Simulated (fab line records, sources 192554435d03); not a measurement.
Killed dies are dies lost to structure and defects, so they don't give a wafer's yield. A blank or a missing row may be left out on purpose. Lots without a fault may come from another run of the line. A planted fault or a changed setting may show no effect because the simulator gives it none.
A struck lot beside a sound one | flow n5_finfet | 27 steps out of a route of 1938
Sound: wafers L286.2, L286.5, L286.6. Struck: wafer L280.5. (L280.1, L280.2 of the same lot were not struck and are left out.) The cause comes at the end.
At each step with rows: each side's tool, then ch and its chambers, then its first start. Under that, the readings that differ: sound wafers | struck wafers | difference of the means | sigmas: that difference in standard deviations of wafers without a fault.
alike: readings whose means differ by less than 2 such deviations, and words and numbers that are the same on both sides. not compared: withheld readings, readings that some wafer has no value for, bounds like >300 that may hide the same value, and numbers for which the record gives no deviation and whose values overlap.
The two part at a step that has a row with sigmas, a row that says differs or no value, or rows on one side only. Numbers that don't overlap but have no deviation are shown without sigmas and don't part them. A reading that every wafer of one side lacks parts them only if that side has two wafers or more.

first, 11 steps without rows for these wafers: N5_STI_FIN_REVEAL_FCVD_FILL_01 (material SiO2 flowable, target thk 312 nm, time 512.2 s); N5_STI_FIN_REVEAL_DENSIFY_02 (time 1800 s); N5_STI_FIN_REVEAL_CMP_04 (polishes, stops on Si3N4, t overpolish 4 s, target thk 131.83 nm); N5_STI_FIN_REVEAL_DENSIFY_30; N5_STI_FIN_REVEAL_ETCHBACK_08 (etches SiO2 in C4F6/O2, target depth 30.5 nm, time 10.167 s); N5_STI_FIN_REVEAL_STRIP_24 (strips in N2/H2, time 90 s); N5_STI_FIN_REVEAL_PRECLEAN_25 (cleans in SPM, time 90 s); N5_STI_FIN_REVEAL_PRECLEAN_26 (cleans in SC1, time 45 s); N5_STI_FIN_REVEAL_PRECLEAN_29 (cleans in DHF, time 30 s); N5_STI_FIN_REVEAL_SRD_12 (time 30 s); N5_STI_FIN_REVEAL_RECESS_09 (chemistry HF/NH3, target SiO2, afs cycles 11, target depth 42.5 nm, sublimation time 60 s).
N5_STI_FIN_REVEAL_STRIP_16: strips SiNx in H3PO4, target depth 23.8 nm.
  sound on wet_bench-03 ch 1,2,7, day 8 05:41; struck on wet_bench-02 ch 0,2,7, day 6 17:34
then, 11 steps without rows for these wafers: N5_STI_FIN_REVEAL_PRECLEAN_17 (cleans in NF3:NH3, afs cycles 1, time 20 s, sublimation time 60 s); N5_STI_FIN_REVEAL_ETCH_34 (etches Si in H2, material Si, target depth 0.97 nm); N5_STI_FIN_REVEAL_OXIDATION_31 (chemistry O2 PLASMA REMOTE, time 20 s); N5_STI_FIN_REVEAL_PRECLEAN_32 (cleans in NF3:NH3, afs cycles 1, time 20 s, sublimation time 60 s); N5_STI_FIN_REVEAL_STRIP_35 (strips Si3N4 in H3PO4, target depth 4 nm, time 39 s); N5_STI_FIN_REVEAL_SRD_21 (time 30 s); N5_STI_FIN_REVEAL_OXIDATION_33 (chemistry O2 PLASMA REMOTE, time 20 s); N5_STI_FIN_REVEAL_CLEAN_19 (cleans in O3/DIW, time 120 s); N5_STI_FIN_REVEAL_SRD_23 (time 30 s); N5_STI_FIN_REVEAL_PRECLEAN_18 (cleans in SC2, time 45 s); N5_STI_FIN_REVEAL_SRD_28 (time 30 s).
N5_STI_FIN_REVEAL_INSPECT_13: inspects for defects (darkfield).
  sound on defect_inspect-01, day 8 06:52; struck on defect_inspect-02, day 6 18:44
  reading          | sound | struck | difference | sigmas
  raw_defect_count | 5 7 6 | 563    | +557       | +99 or more
then, 1 step without rows for these wafers: N5_DUMMY_GATE_PRECLEAN_00 (cleans in O3/DIW, time 60 s).
-- the record jumps here: 6 days lie between the struck wafers' starts before and after (it left off in module DUMMY_GATE and takes up again in module BEOL_M4, whose first step shown is number 1111 of the route) --
N5_BEOL_M4_RC_MEAS_101:
  sound on prober-01 ch 0, day 14 07:36; struck on prober-01 ch 0, day 12 20:42
  alike: DIBL_N, DIBL_P, IOFF_N, IOFF_P, ION_N, ION_P, SS_N, SS_P, VT_N, VT_P
-- the record jumps here: 4 days lie between the struck wafers' starts before and after (it left off in module BEOL_M4 and takes up again in module PASSIVATION, whose first step shown is number 1936 of the route) --
N5_PASSIVATION_PROBE_49:
  the record has rows for the struck wafers here (prober-01, day 17 03:04) and none for the sound ones

WHERE THEY PART
First at N5_STI_FIN_REVEAL_INSPECT_13; last, within this record, at N5_PASSIVATION_PROBE_49.

WHY: what the simulator had put in
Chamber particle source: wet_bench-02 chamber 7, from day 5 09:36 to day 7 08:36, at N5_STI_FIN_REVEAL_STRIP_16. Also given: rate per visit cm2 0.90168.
